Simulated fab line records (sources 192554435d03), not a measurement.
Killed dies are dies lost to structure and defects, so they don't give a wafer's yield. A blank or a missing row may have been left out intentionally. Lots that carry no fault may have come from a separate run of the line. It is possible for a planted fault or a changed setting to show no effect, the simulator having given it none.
fab line records | flow n5Finfet
[record] lots = 24 wafers = 72 lastDay = 18
route steps=1938 shown BEOL_M1@830 BEOL_M2@856
lots that met no fault: from a run of the same line without faults
startH: hours from the record's first day to the start of the lot's first wafer shown | waitH: hours since the lot's step before | " same as the row above | L1.1+2: several wafers, shown together as one row | - value missing, or start not given | * or withheld: withheld | < > ~ a bound
route shown NAME@n: NAME is a module with steps in the file, n the number in the route of the first one | usual: average and standard deviation across the fault-free wafers | same: alike in all rows | chamber/n: place in a boat | sites: the reading at each site | _std_site: their standard deviation | _edge_site: inner sites' mean taken away from outer sites' mean | radiusMm: how far each site lies from the wafer's centre | mask NAME#n: copy n | behind: the most recent tool/chamber to have shaped the wafer | hold: why the lot was held/for how many hours/how that ended | device: which transistor (n, p or np) failed to switch | end of line: the same wafers' tests at the end of the route | a step without rows: its recipe alone | killed: at the first sort, the dies lost to defects and structure; wafer yield is something else | map: a wafer's dies, x killed, . not, _ none there
set.NAME: the setting that was run; set.NAME@STEP: the one run at that earlier step | model.NAME: the simulator's own value behind a step, which no gauge read
route steps across a sampled set of lots; one table per step, one row per wafer
services: the hour from which a tool's chamber was out of use, counted from the record's first day as startH (under 0 if before that day), plus the number of hours and why
[[steps]]
[step N5_BEOL_M1_SPUTTER_96]
[recipe] material = Cu targetThkA = 45 tempC = -20 chamberPressurePa = 0.07 powerW = withheld timeS = 8.29
[usual] chamberPressurePa = 0.07/0.00014 throttleValvePct = 29.9/0.77
// columns lot.wafer tool chamber startH waitH chamberPressurePa throttleValvePct
L074.1 pvdSputter-02 - 126.68 0.1 0.0699 31.4
L074.4 " - " " 0.06977 30.0
L074.5 " - " " 0.06994 29.3
L075.2 pvdSputter-03 - 133.28 0.1 0.07003 30.7
L075.4 " - " " 0.06999 29.6
L075.6 " - " " 0.06999 29.0
L076.1 pvdSputter-02 - 143.04 0.1 0.07023 29.9
L076.2 " - " " 0.07 31.5
L076.4 " - " " 0.07005 29.2
L077.1 pvdSputter-03 - 146.46 0.1 0.07001 28.8
L077.2 " - " " 0.0698 29.2
L077.5 " - " " 0.06996 29.6
L078.2 pvdSputter-02 - 156.10 0.1 0.06987 31.2
L078.4 " - " " 0.06976 28.5
L078.6 " - " " 0.06996 29.2
L079.3 pvdSputter-01 - 160.11 0.1 0.07006 29.7
L079.4 " - " " 0.07026 29.5
L079.6 " - " " 0.07006 30.1
L080.3 pvdSputter-01 - 164.18 0.1 0.07011 30.0
L080.5 " - " " 0.07011 29.9
L080.6 " - " " 0.06983 30.4
L081.2 pvdSputter-02 - 173.82 0.1 0.06993 29.2
L081.3 " - " " 0.07008 28.6
L081.4 " - " " 0.06989 31.2
L082.2 pvdSputter-03 - 181.61 0.1 0.07006 28.9
L082.4 " - " " 0.07007 29.6
L082.6 " - " " 0.06996 29.1
L083.1 pvdSputter-02 - 183.59 0.1 0.06988 30.2
L083.2 " - " " 0.07022 31.3
L083.3 " - " " 0.07009 28.5
L084.2 pvdSputter-01 - 193.38 0.1 0.07007 29.8
L084.4 " - " " 0.06993 29.7
L084.5 " - " " 0.06993 29.6
L085.1 pvdSputter-01 - 198.27 0.1 0.07009 31.0
L085.3 " - " " 0.07007 29.7
L085.5 " - " " 0.06996 29.7
L086.2 pvdSputter-02 - 206.59 0.1 0.06996 29.3
L086.3 " - " " 0.0701 31.3
L086.6 " - " " 0.07015 28.6
L087.1 pvdSputter-03 - 206.84 0.1 0.07 29.1
L087.3 " - " " 0.06979 30.5
L087.6 " - " " 0.07003 30.5
L089.1 pvdSputter-03 - 216.62 0.1 0.07017 29.6
L089.5 " - " " 0.06989 30.3
L089.6 " - " " 0.07002 29.4
L088.1 pvdSputter-03 - 219.25 0.1 0.06988 29.6
L088.4 " - " " 0.06999 29.4
L088.6 " - " " 0.06986 29.0
L090.1 pvdSputter-03 - 224.91 0.1 0.06997 29.4
L090.3 " - " " 0.07014 30.7
L090.4 " - " " 0.07029 29.2
L091.2 pvdSputter-03 - 234.44 0.1 0.06979 30.6
L091.5 " - " " 0.07006 30.4
L091.6 " - " " 0.06968 29.3
L092.1 pvdSputter-03 - 242.57 0.1 0.06978 30.3
L092.2 " - " " 0.06981 28.9
L092.4 " - " " 0.07019 29.5
L093.1 pvdSputter-02 - 243.15 0.1 0.06995 31.4
L093.3 " - " " 0.07013 29.6
L093.4 " - " " 0.0701 30.0
L094.1 pvdSputter-01 - 247.45 0.1 0.07004 29.4
L094.5 " - " " 0.07008 29.5
L094.6 " - " " 0.07014 30.3
L095.3 pvdSputter-01 - 250.58 0.1 0.06994 29.8
L095.4 " - " " 0.07015 29.5
L095.6 " - " " 0.06989 29.3
L096.1 pvdSputter-02 - 265.92 0.1 0.07004 31.2
L096.4 " - " " 0.07015 28.9
L096.5 " - " " 0.06974 30.8
L097.1 pvdSputter-01 - 281.96 0.1 0.06985 30.5
L097.3 " - " " 0.07008 29.3
L097.5 " - " " 0.06992 29.4
[step N5_BEOL_M2_INSPECT_13]
[recipe] mode = adi inspectInstrument = brightfield
[usual] rawDefectCount = 380/96
// columns lot.wafer tool chamber startH waitH rawDefectCount
L074.1 defectInspect-02 - 130.85 0.1 431
L074.4 " - " " 385
L074.5 " - " " 295
L075.2 defectInspect-02 - 135.78 0.0 333
L075.4 " - " " 431
L075.6 " - " " 387
L076.1 defectInspect-01 - 145.23 0.1 341
L076.2 " - " " 406
L076.4 " - " " 463
L077.1 defectInspect-01 - 151.71 0.1 595
L077.2 " - " " 379
L077.5 " - " " 342
L078.2 defectInspect-02 - 160.89 0.0 282
L078.4 " - " " 258
L078.6 " - " " 359
L079.3 defectInspect-02 - 165.17 0.0 280
L079.4 " - " " 329
L079.6 " - " " 320
L080.3 defectInspect-01 - 171.10 0.0 325
L080.5 " - " " 320
L080.6 " - " " 380
L081.2 defectInspect-01 - 179.67 0.0 607
L081.3 " - " " 550
L081.4 " - " " 563
L082.2 defectInspect-01 - 188.62 0.0 334
L082.4 " - " " 308
L082.6 " - " " 276
L083.1 defectInspect-02 - 190.00 0.1 283
L083.2 " - " " 356
L083.3 " - " " 351
L084.2 defectInspect-01 - 198.84 0.0 396
L084.4 " - " " 375
L084.5 " - " " 314
L085.1 defectInspect-01 - 204.27 0.1 280
L085.3 " - " " 536
L085.5 " - " " 252
L086.2 defectInspect-02 - 210.34 0.0 516
L086.3 " - " " 527
L086.6 " - " " 532
L087.1 defectInspect-02 - 211.72 0.1 419
L087.3 " - " " 385
L087.6 " - " " 417
L089.1 defectInspect-01 - 221.14 0.1 438
L089.5 " - " " 610
L089.6 " - " " 606
L088.1 defectInspect-02 - 223.38 0.1 425
L088.4 " - " " 350
L088.6 " - " " 416
L090.1 defectInspect-02 - 228.63 0.1 415
L090.3 " - " " 312
L090.4 " - " " 338
L091.2 defectInspect-02 - 240.14 0.0 289
L091.5 " - " " 350
L091.6 " - " " 345
L092.1 defectInspect-01 - 244.39 0.1 274
L092.2 " - " " 252
L092.4 " - " " 354
L093.1 defectInspect-01 - 247.25 0.1 321
L093.3 " - " " 366
L093.4 " - " " 362
L094.1 defectInspect-01 - 251.25 0.1 334
L094.5 " - " " 224
L094.6 " - " " 223
L095.3 defectInspect-01 - 252.78 0.0 404
L095.4 " - " " 282
L095.6 " - " " 358
L096.1 defectInspect-02 - 269.55 0.1 386
L096.4 " - " " 287
L096.5 " - " " 285
L097.1 defectInspect-02 - 284.23 0.1 332
L097.3 " - " " 636
L097.5 " - " " 412
[step N5_BEOL_M2_STRIP_66]
[recipe] chemistry = CF4 resist = SiARC powerW = 300 biasPowerW = 75 pressureMtorr = 50 cf4FlowSccm = 150 rfFrequencyHz = 6e+07
[usual] drypumpMotorCurrentA = 5.6/0.42 oesProductAu = 0.78/0.078 rfVppV = 271.2/1.4 showerheadPlenumPTorr = 1.80/0.057 throttleValvePct = 13.60/0.27
// columns lot.wafer tool chamber startH waitH drypumpMotorCurrentA oesProductAu rfHoursCounterH rfVppV showerheadPlenumPTorr throttleValvePct
L074.1 rieDiel-06 1 131.25 0.0 6.3 0.90 25 272.2 1.90 13.49
L074.4 " 3 " " 5.7 0.69 220 270.4 1.85 14.05
L074.5 " 1 " " 6.3 0.89 - 274.2 1.90 13.48
L075.2 rieDiel-01 0 136.02 0.0 6.2 0.71 211 270.8 1.78 14.00
L075.4 " 3 " " 5.4 0.82 82 270.1 1.74 13.16
L075.6 " 3 " " 5.4 0.81 - 271.0 1.74 13.17
L076.1 rieDiel-06 3 145.85 0.0 5.6 0.69 224 273.8 1.85 14.05
L076.2 " 1 " " 6.3 0.87 30 273.2 1.89 13.50
L076.4 " 0 " " 4.8 0.85 53 273.0 1.89 13.64
L077.1 rieDiel-01 1 151.98 0.0 5.6 0.70 216 270.4 1.78 13.79
L077.2 " 0 " " 6.2 0.70 217 270.7 1.78 14.00
L077.5 " 2 " " 5.3 0.77 - 269.2 1.75 13.41
L078.2 rieDiel-05 2 161.37 0.0 5.7 0.85 62 270.5 1.75 13.71
L078.4 " 0 " " 5.5 0.88 32 269.5 1.77 13.31
L078.6 " 2 " " 5.6 0.86 - 270.7 1.75 13.70
L079.3 rieDiel-06 1 165.51 0.0 6.3 0.87 37 274.3 1.89 13.51
L079.4 " 2 " " 5.8 0.71 209 270.3 1.78 13.86
L079.6 " 0 " " 4.8 0.84 - 273.5 1.89 13.65
L080.3 rieDiel-01 1 171.34 0.0 5.6 0.69 222 271.3 1.78 13.79
L080.5 " 1 " " 5.6 0.69 - 270.3 1.78 13.78
L080.6 " 0 " " 6.2 0.70 - 270.1 1.78 14.01
L081.2 rieDiel-01 3 180.03 0.0 5.4 0.80 97 269.5 1.73 13.20
L081.3 " 1 " " 5.6 0.68 225 271.0 1.78 13.82
L081.4 " 2 " " 5.3 0.76 116 270.8 1.74 13.45
L082.2 rieDiel-01 1 188.86 0.0 5.6 0.68 229 272.1 1.78 13.82
L082.4 " 3 " " 5.3 0.80 101 270.5 1.73 13.19
L082.6 " 0 " " 6.2 0.69 - 270.0 1.77 14.04
L083.1 rieDiel-05 3 190.24 0.0 5.0 0.86 31 272.8 1.89 13.34
L083.2 " 0 " " 5.5 0.85 41 270.8 1.76 13.33
L083.3 " 1 " " 6.1 0.89 23 271.9 1.83 13.24
L084.2 rieDiel-05 2 199.10 0.0 5.6 0.84 76 269.7 1.74 13.75
L084.4 " 0 " " 5.5 0.85 45 268.6 1.76 13.32
L084.5 " 2 " " 5.6 0.84 - 271.2 1.74 13.73
L085.1 rieDiel-01 2 204.52 0.0 5.2 0.76 125 269.0 1.74 13.44
L085.3 " 1 " " 5.7 0.68 234 272.5 1.78 13.82
L085.5 " 2 " " 5.3 0.76 - 270.1 1.74 13.45
L086.2 rieDiel-06 3 210.59 0.0 5.7 0.67 247 273.8 1.84 14.10
L086.3 " 1 " " 6.2 0.84 51 272.8 1.89 13.55
L086.6 " 2 " " 5.8 0.70 - 271.4 1.78 13.91
L087.1 rieDiel-06 2 211.97 0.0 5.8 0.70 222 271.3 1.78 13.90
L087.3 " 3 " " 5.7 0.67 248 271.1 1.84 14.09
L087.6 " 2 " " 5.8 0.69 - 269.9 1.78 13.91
L089.1 rieDiel-01 3 221.51 0.0 5.4 0.79 111 272.2 1.73 13.23
L089.5 " 1 " " 5.7 0.67 - 271.4 1.78 13.84
L089.6 " 0 " " 6.2 0.68 - 272.0 1.77 14.03
L088.1 rieDiel-01 2 223.62 0.0 5.3 0.76 130 269.9 1.74 13.48
L088.4 " 0 " " 6.1 0.68 241 270.0 1.77 14.06
L088.6 " 1 " " 5.7 0.68 - 269.2 1.78 13.84
L090.1 rieDiel-01 0 228.88 0.0 6.2 0.69 243 271.4 1.77 14.04
L090.3 " 2 " " 5.3 0.75 132 270.3 1.74 13.45
L090.4 " 3 " " 5.4 0.79 113 270.3 1.73 13.23
L091.2 rieDiel-05 3 240.38 0.0 5.0 0.83 49 274.0 1.89 13.41
L091.5 " 2 " " 5.7 0.82 - 269.5 1.74 13.77
L091.6 " 3 " " 5.0 0.83 - 272.7 1.89 13.42
L092.1 rieDiel-05 3 244.64 0.0 5.0 0.83 49 271.8 1.89 13.41
L092.2 " 1 " " 6.1 0.86 41 272.6 1.83 13.29
L092.4 " 0 " " 5.5 0.83 60 270.1 1.76 13.35
L093.1 rieDiel-05 1 247.49 0.0 6.1 0.86 41 271.6 1.83 13.28
L093.3 " 3 " " 4.9 0.83 50 273.9 1.89 13.42
L093.4 " 0 " " 5.5 0.83 60 271.1 1.76 13.36
L094.1 rieDiel-01 3 251.49 0.0 5.4 0.77 123 269.0 1.72 13.24
L094.5 " 2 " " 5.3 0.75 - 270.3 1.74 13.49
L094.6 " 1 " " 5.6 0.67 - 270.1 1.77 13.86
L095.3 rieDiel-06 3 254.32 0.0 5.7 0.94 - 272.8 1.84 13.53
L095.4 " 1 " " 6.2 0.82 - 273.4 1.88 13.59
L095.6 " 3 " " 5.7 0.93 - 271.9 1.84 13.52
L096.1 rieDiel-01 2 269.80 0.0 5.3 0.74 150 267.3 1.73 13.50
L096.4 " 2 " " 5.3 0.74 - 270.4 1.73 13.51
L096.5 " 0 " " 6.2 0.96 - 271.3 1.77 13.50
L097.1 rieDiel-06 2 284.47 0.0 5.8 0.69 245 271.5 1.77 13.96
L097.3 " 1 " " 6.2 0.80 81 274.1 1.88 13.62
L097.5 " 3 " " 5.7 0.90 - 273.3 1.84 13.58
[step N5_BEOL_M2_ANNEAL_49]
[recipe] tempC = 400 timeS = 240 ambient = vacuum
[usual] heaterPowerW = 858/76
// columns lot.wafer tool chamber startH waitH heaterPowerW
L074.1 pvdSputter-03 - 140.97 0.0 756
L074.4 " - " " 870
L074.5 " - " " 826
L075.2 pvdSputter-01 - 141.54 0.0 883
L075.4 " - " " 873
L075.6 " - " " 902
L076.1 pvdSputter-03 - 149.47 0.0 872
L076.2 " - " " 742
L076.4 " - " " 767
L077.1 pvdSputter-03 - 154.61 0.0 744
L077.2 " - " " 877
L077.5 " - " " 754
L078.2 pvdSputter-01 - 165.00 0.0 906
L078.4 " - " " 906
L078.6 " - " " 847
L079.3 pvdSputter-02 - 168.06 0.0 808
L079.4 " - " " 1016
L079.6 " - " " 831
L080.3 pvdSputter-01 - 174.34 0.0 797
L080.5 " - " " 827
L080.6 " - " " 925
L081.2 pvdSputter-01 - 182.55 0.0 896
L081.3 " - " " 896
L081.4 " - " " 815
L082.2 pvdSputter-03 - 191.40 0.0 860
L082.4 " - " " 728
L082.6 " - " " 870
L083.1 pvdSputter-02 - 193.12 0.0 1045
L083.2 " - " " 811
L083.3 " - " " 827
L084.2 pvdSputter-02 - 202.07 0.0 896
L084.4 " - " " 1046
L084.5 " - " " 821
L085.1 pvdSputter-01 - 207.74 0.0 883
L085.3 " - " " 812
L085.5 " - " " 906
L086.2 pvdSputter-02 - 213.36 0.0 919
L086.3 " - " " 841
L086.6 " - " " 855
L087.1 pvdSputter-01 - 215.05 0.0 898
L087.3 " - " " 849
L087.6 " - " " 827
L089.1 pvdSputter-02 - 228.75 0.0 854
L089.5 " - " " 1052
L089.6 " - " " 933
L088.1 pvdSputter-01 - 231.20 0.0 854
L088.4 " - " " 833
L088.6 " - " " 808
L090.1 pvdSputter-02 - 234.52 0.0 1058
L090.3 " - " " 949
L090.4 " - " " 816
L093.1 pvdSputter-01 - 252.98 0.0 851
L093.3 " - " " 916
L093.4 " - " " 901
L091.2 pvdSputter-03 - 254.74 0.0 864
L091.5 " - " " 735
L091.6 " - " " 853
L092.1 pvdSputter-02 - 256.38 0.0 952
L092.2 " - " " 810
L092.4 " - " " 1033
L094.1 pvdSputter-01 - 258.06 0.0 843
L094.5 " - " " 911
L094.6 " - " " 892
L095.3 pvdSputter-03 - 260.66 0.0 755
L095.4 " - " " 883
L095.6 " - " " 742
L096.1 pvdSputter-01 - 276.34 0.0 806
L096.4 " - " " 833
L096.5 " - " " 788
L097.1 pvdSputter-03 - 299.44 0.0 767
L097.3 " - " " 832
L097.5 " - " " 744
[step N5_BEOL_M2_SPUTTER_81]
[recipe] material = Cu targetThkA = 45 tempC = -20 chamberPressurePa = 0.07 powerW = withheld timeS = 8.29
[usual] chamberPressurePa = 0.07001/0.00012 throttleValvePct = 29.8/0.77
// columns lot.wafer tool chamber startH waitH chamberPressurePa throttleValvePct
L074.1 pvdSputter-03 - 141.33 0.1 0.0698 29.2
L074.4 " - " " 0.06993 29.0
L074.5 " - " " 0.07 29.1
L075.2 pvdSputter-01 - 141.90 0.1 0.07009 29.8
L075.4 " - " " 0.06989 31.0
L075.6 " - " " 0.0703 29.6
L076.1 pvdSputter-03 - 149.83 0.1 0.07004 29.5
L076.2 " - " " 0.07005 29.3
L076.4 " - " " 0.0701 30.5
L077.1 pvdSputter-03 - 154.97 0.1 0.07002 30.9
L077.2 " - " " 0.07005 29.5
L077.5 " - " " 0.06997 29.5
L078.2 pvdSputter-01 - 165.36 0.1 0.07012 30.9
L078.4 " - " " 0.06997 30.0
L078.6 " - " " 0.06989 30.4
L079.3 pvdSputter-02 - 168.42 0.1 0.06984 29.0
L079.4 " - " " 0.07045 31.1
L079.6 " - " " 0.07016 28.8
L080.3 pvdSputter-01 - 174.70 0.1 0.07019 29.6
L080.5 " - " " 0.07016 29.8
L080.6 " - " " 0.07002 30.5
L081.2 pvdSputter-01 - 182.91 0.1 0.07002 30.8
L081.3 " - " " 0.07016 29.6
L081.4 " - " " 0.0699 30.6
L082.2 pvdSputter-03 - 191.76 0.1 0.07014 29.7
L082.4 " - " " 0.07011 29.4
L082.6 " - " " 0.07009 28.9
L083.1 pvdSputter-02 - 193.48 0.1 0.07016 31.1
L083.2 " - " " 0.06983 29.2
L083.3 " - " " 0.07015 28.6
L084.2 pvdSputter-02 - 202.43 0.1 0.06977 30.2
L084.4 " - " " 0.07004 31.3
L084.5 " - " " 0.07008 28.5
L085.1 pvdSputter-01 - 208.10 0.1 0.06991 29.9
L085.3 " - " " 0.07023 29.3
L085.5 " - " " 0.07 29.9
L086.2 pvdSputter-02 - 213.72 0.1 0.07004 30.3
L086.3 " - " " 0.07002 28.8
L086.6 " - " " 0.07014 28.4
L087.1 pvdSputter-01 - 215.41 0.1 0.07006 31.0
L087.3 " - " " 0.07008 29.9
L087.6 " - " " 0.06996 29.6
L089.1 pvdSputter-02 - 229.11 0.1 0.06994 28.6
L089.5 " - " " 0.07003 31.2
L089.6 " - " " 0.06972 30.2
L088.1 pvdSputter-01 - 231.56 0.1 0.07001 30.4
L088.4 " - " " 0.06987 29.5
L088.6 " - " " 0.06983 29.8
L090.1 pvdSputter-02 - 234.88 0.1 0.06989 31.4
L090.3 " - " " 0.07012 30.0
L090.4 " - " " 0.07004 29.4
L093.1 pvdSputter-01 - 253.34 0.1 0.07008 30.5
L093.3 " - " " 0.07007 29.6
L093.4 " - " " 0.06992 31.3
L091.2 pvdSputter-03 - 255.10 0.1 0.07008 29.5
L091.5 " - " " 0.07021 29.4
L091.6 " - " " 0.07018 29.5
L092.1 pvdSputter-02 - 256.74 0.1 0.06998 30.3
L092.2 " - " " 0.07007 29.1
L092.4 " - " " 0.06997 31.3
L094.1 pvdSputter-01 - 258.42 0.1 0.07016 29.8
L094.5 " - " " 0.06992 31.0
L094.6 " - " " 0.07001 29.4
L095.3 pvdSputter-03 - 261.02 0.1 0.07028 29.5
L095.4 " - " " 0.07 29.3
L095.6 " - " " 0.07016 29.5
L096.1 pvdSputter-01 - 276.70 0.1 0.07003 29.7
L096.4 " - " " 0.07008 30.5
L096.5 " - " " 0.07022 29.2
L097.1 pvdSputter-03 - 299.80 0.1 0.0699 29.6
L097.3 " - " " 0.07007 29.2
L097.5 " - " " 0.07009 30.4
[step N5_BEOL_M2_ANNEAL_91]
[recipe] tempC = 400 timeS = 240 ambient = vacuum
[usual] heaterPowerW = 858/76
// columns lot.wafer tool chamber startH waitH heaterPowerW
L074.1 pvdSputter-03 - 142.07 0.0 748
L074.4 " - " " 848
L074.5 " - " " 851
L075.2 pvdSputter-01 - 142.64 0.0 880
L075.4 " - " " 883
L075.6 " - " " 884
L076.1 pvdSputter-03 - 150.57 0.0 848
L076.2 " - " " 731
L076.4 " - " " 758
L077.1 pvdSputter-03 - 155.71 0.0 741
L077.2 " - " " 860
L077.5 " - " " 765
L078.2 pvdSputter-01 - 166.10 0.0 905
L078.4 " - " " 894
L078.6 " - " " 853
L079.3 pvdSputter-02 - 169.16 0.0 812
L079.4 " - " " 1049
L079.6 " - " " 841
L080.3 pvdSputter-01 - 175.44 0.0 805
L080.5 " - " " 825
L080.6 " - " " 913
L081.2 pvdSputter-01 - 183.65 0.0 923
L081.3 " - " " 916
L081.4 " - " " 857
L082.2 pvdSputter-03 - 192.50 0.0 851
L082.4 " - " " 747
L082.6 " - " " 850
L083.1 pvdSputter-02 - 194.22 0.0 1041
L083.2 " - " " 804
L083.3 " - " " 845
L084.2 pvdSputter-02 - 203.17 0.0 916
L084.4 " - " " 1027
L084.5 " - " " 857
L085.1 pvdSputter-01 - 208.84 0.0 904
L085.3 " - " " 819
L085.5 " - " " 903
L086.2 pvdSputter-02 - 214.46 0.0 923
L086.3 " - " " 843
L086.6 " - " " 852
L087.1 pvdSputter-01 - 216.15 0.0 907
L087.3 " - " " 867
L087.6 " - " " 833
L089.1 pvdSputter-02 - 229.85 0.0 834
L089.5 " - " " 1071
L089.6 " - " " 928
L088.1 pvdSputter-01 - 232.30 0.0 842
L088.4 " - " " 786
L088.6 " - " " 814
L090.1 pvdSputter-02 - 235.62 0.0 1049
L090.3 " - " " 964
L090.4 " - " " 794
L093.1 pvdSputter-01 - 254.08 0.0 858
L093.3 " - " " 909
L093.4 " - " " 892
L091.2 pvdSputter-03 - 255.84 0.0 848
L091.5 " - " " 741
L091.6 " - " " 850
L092.1 pvdSputter-02 - 257.48 0.0 918
L092.2 " - " " 802
L092.4 " - " " 1051
L094.1 pvdSputter-01 - 259.16 0.0 826
L094.5 " - " " 907
L094.6 " - " " 886
L095.3 pvdSputter-03 - 261.76 0.0 747
L095.4 " - " " 873
L095.6 " - " " 756
L096.1 pvdSputter-01 - 277.44 0.0 829
L096.4 " - " " 841
L096.5 " - " " 809
L097.1 pvdSputter-03 - 300.54 0.0 742
L097.3 " - " " 839
L097.5 " - " " 763
[[services]]
// columns tool chamber startH hours kind
rieDiel-05 1 106.24 - clean
rieDiel-05 1 106.24 - consumableReplace:focusRing
rieDiel-05 1 106.24 21.1 scheduledDown
rieDiel-05 1 106.24 21.1 ventCycle
rieDiel-06 0 149.96 9.6 repair
rieDiel-06 - 186.01 2.8 pm
rieDiel-06 2 193.07 5.0 repair
rieDiel-06 3 217.63 - clean
rieDiel-06 3 217.63 - consumableReplace:focusRing
rieDiel-01 0 246.77 - clean
rieDiel-01 0 246.77 - consumableReplace:focusRing
rieDiel-01 0 246.77 17.1 scheduledDown
rieDiel-01 0 246.77 17.1 ventCycle
rieDiel-06 0 248.46 12.2 repair
rieDiel-06 2 253.30 11.7 repair
rieDiel-01 1 263.83 - clean
rieDiel-01 1 263.83 - consumableReplace:focusRing
rieDiel-01 1 263.83 23.1 scheduledDown
rieDiel-01 1 263.83 23.1 ventCycle
pvdSputter-03 - 285.89 3.8 repair
rieDiel-06 2 297.24 - clean
rieDiel-06 2 297.24 - consumableReplace:focusRing
rieDiel-06 2 297.24 22.7 scheduledDown
rieDiel-06 2 297.24 22.7 ventCycle
[[key]]
fault none
